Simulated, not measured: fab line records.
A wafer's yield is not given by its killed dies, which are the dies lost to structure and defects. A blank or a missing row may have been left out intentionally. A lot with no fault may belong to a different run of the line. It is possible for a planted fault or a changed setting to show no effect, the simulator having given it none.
Which tool is to blame?	flow nand-harc	13 lots, 39 wafers sampled, at 4 steps of a route of 1302

WHAT THE GAUGES READ, wafer by wafer
Not one reading of a measure or inspect step in the record can be checked against a usual standard deviation.

TOOL THAT RAN EACH LOT (tool first, then ch and the chambers of the sampled wafers, then the start)
lot	NHARC_P_M1_CMP_23	NHARC_P_M1_PRE_CLEAN_32	NHARC_P_M2_ETCH_28	NHARC_P_M2_CMP_23
L122	cmp-01 ch 0,1,2, day 6 14:30	pecvd-02 ch 1,2, day 6 14:58	rie-diel-02 ch 0,1,2, day 6 17:07	cmp-03 ch 1,2, day 6 18:36
L123	cmp-01 ch 0,2,3, day 6 21:47	pecvd-03 ch 0,1,2, day 6 22:23	rie-diel-02 ch 0,2, day 7 00:24	cmp-04 ch 0,1,3, day 7 01:55
L124	cmp-03 ch 1,2,3, day 7 03:09	pecvd-02 ch 0,1,2, day 7 03:39	rie-diel-08 ch 0,2, day 7 05:52	cmp-03 ch 2,3, day 7 07:20
L125	cmp-01 ch 2,3, day 7 21:40	pecvd-01 ch 0,1,2, day 7 22:15	rie-diel-09 ch 0,3, day 8 00:13	cmp-02 ch 0,1, day 8 01:43
L126	cmp-03 ch 0,1,3, day 7 23:35	pecvd-01 ch 1,2, day 8 00:06	rie-diel-02 ch 1,3, day 8 02:14	cmp-04 ch 1,2, day 8 03:43
L127	cmp-01 ch 0,2,3, day 8 12:32	pecvd-01 ch 0,2, day 8 13:04	rie-diel-02 ch 0,2, day 8 15:20	cmp-02 ch 2,3, day 8 16:50
L128	cmp-02 ch 2,3, day 9 05:37	pecvd-03 ch 0,1,2, day 9 06:10	rie-diel-08 ch 0,1,2, day 9 08:10	cmp-02 ch 0,1,3, day 9 09:38
L130	cmp-02 ch 1,2,3, day 9 17:32	pecvd-03 ch 0,1,2, day 9 18:01	rie-diel-09 ch 1,2,3, day 9 20:08	cmp-04 ch 0,2, day 9 21:36
L131	cmp-02 ch 0,1,2, day 10 09:50	pecvd-02 ch 0,1, day 10 10:27	rie-diel-02 ch 0,2, day 10 12:45	cmp-02 ch 0,1,3, day 10 14:22
L132	cmp-01 ch 2,3, day 10 18:17	pecvd-01 ch 0,1, day 10 18:50	rie-diel-02 ch 0,2, day 10 21:00	cmp-04 ch 0,1,3, day 11 02:40
L138	cmp-01 ch 1,2,3, day 13 01:32	pecvd-02 ch 1,2, day 13 02:04	rie-diel-02 ch 0,1,2, day 13 04:13	cmp-02 ch 0,1,3, day 13 05:41
L140	cmp-02 ch 0,3, day 13 17:02	pecvd-03 ch 0,1,2, day 13 17:35	rie-diel-08 ch 0,2, day 13 19:43	cmp-02 ch 1,2, day 13 21:11
L145	cmp-03 ch 0,1,3, day 15 18:47	pecvd-03 ch 1,2, day 15 19:18	rie-diel-09 ch 0,1,3, day 15 21:20	cmp-04 ch 1,2, day 15 22:48
- NHARC_P_M1_CMP_23: polishes, t overpolish 20 s, target thk 157.82 nm.
- NHARC_P_M1_PRE_CLEAN_32: time 12 s.
- NHARC_P_M2_ETCH_28: etches the open film in CF4/N2, target depth 30 nm, time 72.99 s.
- NHARC_P_M2_CMP_23: polishes, t overpolish 20 s, target thk 144.3 nm.

WHAT THE TOOLS THEMSELVES READ (means of the sampled wafers that have a number; where no wafer has one, the mark that the record gives instead)
NHARC_P_M1_CMP_23.
lot	tool	motor-current-A (A)	time-to-endpoint-s (s)
L122	cmp-01	12.0	25
L123	cmp-01	11.8	29
L124	cmp-03	11.4	27
L125	cmp-01	12.5	28
L126	cmp-03	11.4	25
L127	cmp-01	11.6	28
L128	cmp-02	13.0	33
L130	cmp-02	12.4	32
L131	cmp-02	13.4	26
L132	cmp-01	12.1	26
L138	cmp-01	12.5	26
L140	cmp-02	13.7	28
L145	cmp-03	11.6	27

NHARC_P_M1_PRE_CLEAN_32.
lot	tool	heater-power-w (W)
L122	pecvd-02	683
L123	pecvd-03	601
L124	pecvd-02	623
L125	pecvd-01	665
L126	pecvd-01	682
L127	pecvd-01	622
L128	pecvd-03	630
L130	pecvd-03	633
L131	pecvd-02	631
L132	pecvd-01	604
L138	pecvd-02	666
L140	pecvd-03	651
L145	pecvd-03	643

NHARC_P_M2_ETCH_28.
lot	tool	drypump-motor-current-A (A)	oes-product-au (a.u.)	rf-vpp-V (V)	run-length-s (s)	showerhead-plenum-p-Torr (Torr)	throttle-valve-pct (%)
L122	rie-diel-02	5.3	0.987	316.3	94.3	2.71	19.792
L123	rie-diel-02	5.0	0.995	316.0	94.7	2.74	19.795
L124	rie-diel-08	5.7	1.000	311.6	95.0	2.49	19.797
L125	rie-diel-09	5.4	1.001	314.3	94.0	2.64	19.793
L126	rie-diel-02	5.6	1.008	314.2	94.5	2.69	19.793
L127	rie-diel-02	5.1	1.004	316.4	94.5	2.74	19.796
L128	rie-diel-08	5.4	1.006	312.1	94.3	2.49	19.795
L130	rie-diel-09	5.9	0.999	313.4	93.5	2.63	19.793
L131	rie-diel-02	5.0	1.007	315.8	94.6	2.73	19.788
L132	rie-diel-02	5.1	0.998	315.6	94.5	2.74	19.786
L138	rie-diel-02	5.3	0.989	315.6	87.6	2.71	19.794
L140	rie-diel-08	5.7	1.000	311.5	94.9	2.48	19.799
L145	rie-diel-09	5.5	1.001	314.5	93.9	2.64	19.789

NHARC_P_M2_CMP_23.
lot	tool	motor-current-A (A)	time-to-endpoint-s (s)
L122	cmp-03	11.4	27
L123	cmp-04	11.9	29
L124	cmp-03	12.0	27
L125	cmp-02	13.5	24
L126	cmp-04	13.7	30
L127	cmp-02	12.8	31
L128	cmp-02	13.1	31
L130	cmp-04	12.8	32
L131	cmp-02	13.0	27
L132	cmp-04	12.8	29
L138	cmp-02	12.8	31
L140	cmp-02	13.3	34
L145	cmp-04	13.9	30

THE ANSWER, worked out from the rows above alone
Rule: usual is defined by the lots themselves. Put in order of their means at a reading, lots are off if they are a third of the lots or fewer, leave a main group of 4 or more, and stand apart from it by a gap of 3 or more times the standard deviation of the main group's means; of several such gaps the widest counts. Not used: any main group whose means are identical at the precision the tables above print for the reading. A lot without any number at a reading at which 4 lots or more have one is off too. Any other lot the step has rows for is counted as sound. First the gauges in route order, then the tools' own readings, where a lot's mean is used as printed above. The first step at which some lot is off is used, and at that step the reading that is off furthest; a lot without a number counts as furthest.
Off at NHARC_P_M2_ETCH_28 (run-length-s): L138. The main group: mean 94.4 s, standard deviation 0.41.
A tool fits if, at that step or a process step before it, it ran every lot that is off, and no sound lot after the first of them. Can't be told from this: 3 tools fit, cmp-01 at NHARC_P_M1_CMP_23, pecvd-02 at NHARC_P_M1_PRE_CLEAN_32, rie-diel-02 at NHARC_P_M2_ETCH_28.

WHAT WAS PUT IN BY THE SIMULATOR
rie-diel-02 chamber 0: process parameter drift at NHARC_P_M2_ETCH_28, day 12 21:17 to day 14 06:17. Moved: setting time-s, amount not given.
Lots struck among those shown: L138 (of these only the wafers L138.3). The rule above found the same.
